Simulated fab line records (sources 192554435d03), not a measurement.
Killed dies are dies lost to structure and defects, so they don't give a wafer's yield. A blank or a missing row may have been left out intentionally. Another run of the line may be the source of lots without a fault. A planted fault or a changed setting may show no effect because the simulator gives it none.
Split-lot study | flow n5-finfet | 39 wafers read from 7 lots, route of 1938 steps

## ABOUT THE SPLIT
At N5_WELL_APT_EPI_41 (deposits Si from SiH4/H2, target thk 50 nm, time 297.7 s), the setting target-thk-a was moved away from the recipe's 500 angstrom on 12 of the 39 wafers read, by -5.1% to +7.6%. This setting was run at the recipe's value on the other wafers.

The reading is taken at the split's own step.

## THE READING
Si_of_WELL_APT_EPI_41.thk-nm (the simulator's own value, which no gauge read), in nm, at N5_WELL_APT_EPI_41 (deposits Si from SiH4/H2, target thk 50 nm, time 297.7 s). No usual value for it is given in the file. Here, 27 wafers ran the recipe; their average is 50.02 nm with a standard deviation of 0.49 nm.

wafer  | tool, chamber at the split | target-thk-a as run, angstrom | against the recipe | Si_of_WELL_APT_EPI_41.thk-nm, nm | against lot-mates on the recipe
L074.1 | epi-rpcvd-02, 0            | 500                           | recipe             | 50.01                            | -
L074.2 | epi-rpcvd-02, 0            | 500                           | recipe             | 50.28                            | -
L074.3 | epi-rpcvd-02, 0            | 500                           | recipe             | 49.92                            | -
L075.1 | epi-rpcvd-02, 0            | 500                           | recipe             | 50.59                            | -
L075.2 | epi-rpcvd-02, 0            | 489                           | -2.2%              | 49.96                            | -0.48
L075.3 | epi-rpcvd-02, 0            | 489                           | -2.2%              | 49.59                            | -0.85
L075.4 | epi-rpcvd-02, 0            | 489                           | -2.2%              | 49.57                            | -0.87
L075.5 | epi-rpcvd-02, 0            | 500                           | recipe             | 50.63                            | -
L075.6 | epi-rpcvd-02, 0            | 500                           | recipe             | 50.1                             | -
L084.1 | epi-rpcvd-04, 0            | 500                           | recipe             | 49.83                            | -
L084.2 | epi-rpcvd-04, 0            | 500                           | recipe             | 49.99                            | -
L084.3 | epi-rpcvd-04, 0            | 500                           | recipe             | 49.52                            | -
L084.4 | epi-rpcvd-04, 0            | 500                           | recipe             | 49.4                             | -
L084.5 | epi-rpcvd-04, 0            | 500                           | recipe             | 49.62                            | -
L084.6 | epi-rpcvd-04, 0            | 500                           | recipe             | 50.29                            | -
L087.1 | epi-rpcvd-04, 0            | 500                           | recipe             | 49.99                            | -
L087.2 | epi-rpcvd-04, 0            | 500                           | recipe             | 49.61                            | -
L087.3 | epi-rpcvd-04, 0            | 500                           | recipe             | 50.67                            | -
L087.4 | epi-rpcvd-04, 0            | 500                           | recipe             | 50.13                            | -
L087.5 | epi-rpcvd-04, 0            | 500                           | recipe             | 50.46                            | -
L087.6 | epi-rpcvd-04, 0            | 500                           | recipe             | 50                               | -
L088.1 | epi-rpcvd-01, 0            | 475.3                         | -4.9%              | 49.18                            | -1.66
L088.2 | epi-rpcvd-01, 0            | 500                           | recipe             | 51.08                            | -
L088.3 | epi-rpcvd-01, 0            | 475.3                         | -4.9%              | 47.88                            | -2.96
L088.4 | epi-rpcvd-01, 0            | 500                           | recipe             | 50.94                            | -
L088.5 | epi-rpcvd-01, 0            | 475.3                         | -4.9%              | 48.49                            | -2.35
L088.6 | epi-rpcvd-01, 0            | 500                           | recipe             | 50.5                             | -
L090.1 | epi-rpcvd-04, 0            | 537.8                         | +7.6%              | 52.85                            | +3.40
L090.2 | epi-rpcvd-04, 0            | 537.8                         | +7.6%              | 53.74                            | +4.29
L090.3 | epi-rpcvd-04, 0            | 500                           | recipe             | 49.27                            | -
L090.4 | epi-rpcvd-04, 0            | 500                           | recipe             | 49.6                             | -
L090.5 | epi-rpcvd-04, 0            | 500                           | recipe             | 49.47                            | -
L090.6 | epi-rpcvd-04, 0            | 537.8                         | +7.6%              | 53.98                            | +4.53
L096.1 | epi-rpcvd-01, 0            | 474.6                         | -5.1%              | 47.04                            | -2.53
L096.2 | epi-rpcvd-01, 0            | 500                           | recipe             | 49.37                            | -
L096.3 | epi-rpcvd-01, 0            | 474.6                         | -5.1%              | 47.53                            | -2.04
L096.4 | epi-rpcvd-01, 0            | 474.6                         | -5.1%              | 47.06                            | -2.51
L096.5 | epi-rpcvd-01, 0            | 500                           | recipe             | 49.75                            | -
L096.6 | epi-rpcvd-01, 0            | 500                           | recipe             | 49.59                            | -

THE FIT
A straight line over all 39 wafers: Si_of_WELL_APT_EPI_41.thk-nm changes by +0.439 nm for each +1% of target-thk-a; r = +0.92; the points scatter about the line by 0.56 nm.
The same after taking each lot's own level away (the mean of its wafers on the recipe; 39 wafers): +0.501 nm for each +1%; r = +0.98; scatter 0.34 nm.
On that fit, the largest move of target-thk-a shifts the reading by 3.8 nm.
From 49.447 to 50.840 nm: that is the span of the lots' own levels, equal to 2.9 times the standard deviation above.
So the lot-to-lot level changes the slope: the two fits differ.
Check: for one of the wafers moved furthest among these (+7.6%), held out of the fit, the line's prediction against its lot-mates is +3.99 nm. Against them it came out at +3.4 nm.

## FILE'S OWN FIT
Si_of_WELL_APT_EPI_41.thk-nm changes by +0.498 nm for each +1% of target-thk-a, r = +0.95.
